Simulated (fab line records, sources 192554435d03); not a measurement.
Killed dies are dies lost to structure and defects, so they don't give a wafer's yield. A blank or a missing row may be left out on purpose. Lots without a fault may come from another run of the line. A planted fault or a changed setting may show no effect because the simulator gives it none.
Tool commonality check | flow n5_finfet | 8 lots, 24 wafers sampled

WHY IT WAS OPENED
At N5_BEOL_M13_OCD_MEAS_35 the reading trench_depth_nm is flagged on 3 of 8 lots. Wafers without a fault read 414 nm, standard deviation 5.7.
Rule: a lot is flagged when every wafer of it that has a number lies more than 4 standard deviations from that mean, or none has a number. The other lots count as sound.

lot  | measured     | on     | trench_depth_nm (nm), wafer by wafer | flag
L913 | day 18 12:53 | ocd-01 | 422 414 416                          |
L914 | day 19 00:48 | ocd-01 | 0 1 0                                | FLAGGED
L921 | day 19 14:13 | ocd-02 | 415 426 424                          |
L923 | day 19 14:19 | ocd-02 | 416 424 413                          |
L917 | day 19 17:02 | ocd-01 | 0 0 0                                | FLAGGED
L918 | day 20 09:28 | ocd-02 | 0 0 0                                | FLAGGED
L922 | day 20 22:02 | ocd-01 | 410 402 404                          |
L908 | day 21 04:22 | ocd-02 | 417 408 413                          |
The numbers of the flagged lots are 0 nm on average: -414 nm against the usual, or -73 standard deviations.

WHICH TOOL RAN EACH LOT
The record holds 3 process steps before the reading, out of a route of 1938 steps. In each cell: the tool, then ch and the chambers that the sampled wafers went through, then the start.
lot  | flag    | N5_BEOL_M13_STRIP_63                 | N5_BEOL_M13_ETCH_67                | N5_BEOL_M13_TRENCH_ETCH_34
L913 |         | plasma_asher-02 ch 0,1, day 18 11:31 | rie_diel-01 ch 0,2, day 18 12:20   | rie_diel-01 ch 0,2, day 18 12:43
L914 | FLAGGED | plasma_asher-01 ch 0,1, day 18 23:36 | rie_diel-06 ch 1,2,3, day 19 00:15 | rie_diel-06 ch 1,2,3, day 19 00:37
L921 |         | plasma_asher-02 ch 0,1, day 19 12:39 | rie_diel-01 ch 0,2,3, day 19 13:40 | rie_diel-01 ch 0,2,3, day 19 14:02
L923 |         | plasma_asher-01 ch 0,1, day 19 13:03 | rie_diel-06 ch 1,2,3, day 19 13:47 | rie_diel-06 ch 1,2,3, day 19 14:09
L917 | FLAGGED | plasma_asher-01 ch 0,1, day 19 15:50 | rie_diel-01 ch 0,2,3, day 19 16:29 | rie_diel-01 ch 0,2,3, day 19 16:52
L918 | FLAGGED | plasma_asher-02 ch 0,1, day 20 08:07 | rie_diel-06 ch 0,1,2, day 20 08:55 | rie_diel-06 ch 0,1,2, day 20 09:17
L922 |         | plasma_asher-02 ch 0,1, day 20 20:51 | rie_diel-03 ch 1,3, day 20 21:29   | rie_diel-03 ch 1,3, day 20 21:51
L908 |         | plasma_asher-02 ch 0,1, day 21 03:02 | rie_diel-03 ch 1,2,3, day 21 03:49 | rie_diel-03 ch 1,2,3, day 21 04:11
What these steps do:
- N5_BEOL_M13_STRIP_63: strips in N2/H2.
- N5_BEOL_M13_ETCH_67: etches SiARC in CF4, target depth 143 nm, time 238.3 s.
- N5_BEOL_M13_TRENCH_ETCH_34: etches SiOC in C4F8/O2/Ar, target depth 413.47 nm, time 162.6 s.
- N5_BEOL_M13_OCD_MEAS_35

FLAGGED OVER TOTAL, TOOL BY TOOL (the gauges that took the reading come last)
step                       | tool            | lots run | flagged | share of the flagged lots | sound lots run after its first flagged lot
N5_BEOL_M13_STRIP_63       | plasma_asher-01 | 3        | 2       | some                      | 1 (L923)
N5_BEOL_M13_STRIP_63       | plasma_asher-02 | 5        | 1       | some                      | 2 (L922,L908)
N5_BEOL_M13_ETCH_67        | rie_diel-01     | 3        | 1       | some                      | 0
N5_BEOL_M13_ETCH_67        | rie_diel-03     | 2        | 0       | none                      | -
N5_BEOL_M13_ETCH_67        | rie_diel-06     | 3        | 2       | some                      | 1 (L923)
N5_BEOL_M13_TRENCH_ETCH_34 | rie_diel-01     | 3        | 1       | some                      | 0
N5_BEOL_M13_TRENCH_ETCH_34 | rie_diel-03     | 2        | 0       | none                      | -
N5_BEOL_M13_TRENCH_ETCH_34 | rie_diel-06     | 3        | 2       | some                      | 1 (L923)
N5_BEOL_M13_OCD_MEAS_35    | ocd-01          | 4        | 2       | some                      | 1 (L922)
N5_BEOL_M13_OCD_MEAS_35    | ocd-02          | 4        | 1       | some                      | 1 (L908)

WHAT THE TABLE ALLOWS
No row of the table ran every flagged lot.

WHAT THE SIMULATOR HAD PUT IN
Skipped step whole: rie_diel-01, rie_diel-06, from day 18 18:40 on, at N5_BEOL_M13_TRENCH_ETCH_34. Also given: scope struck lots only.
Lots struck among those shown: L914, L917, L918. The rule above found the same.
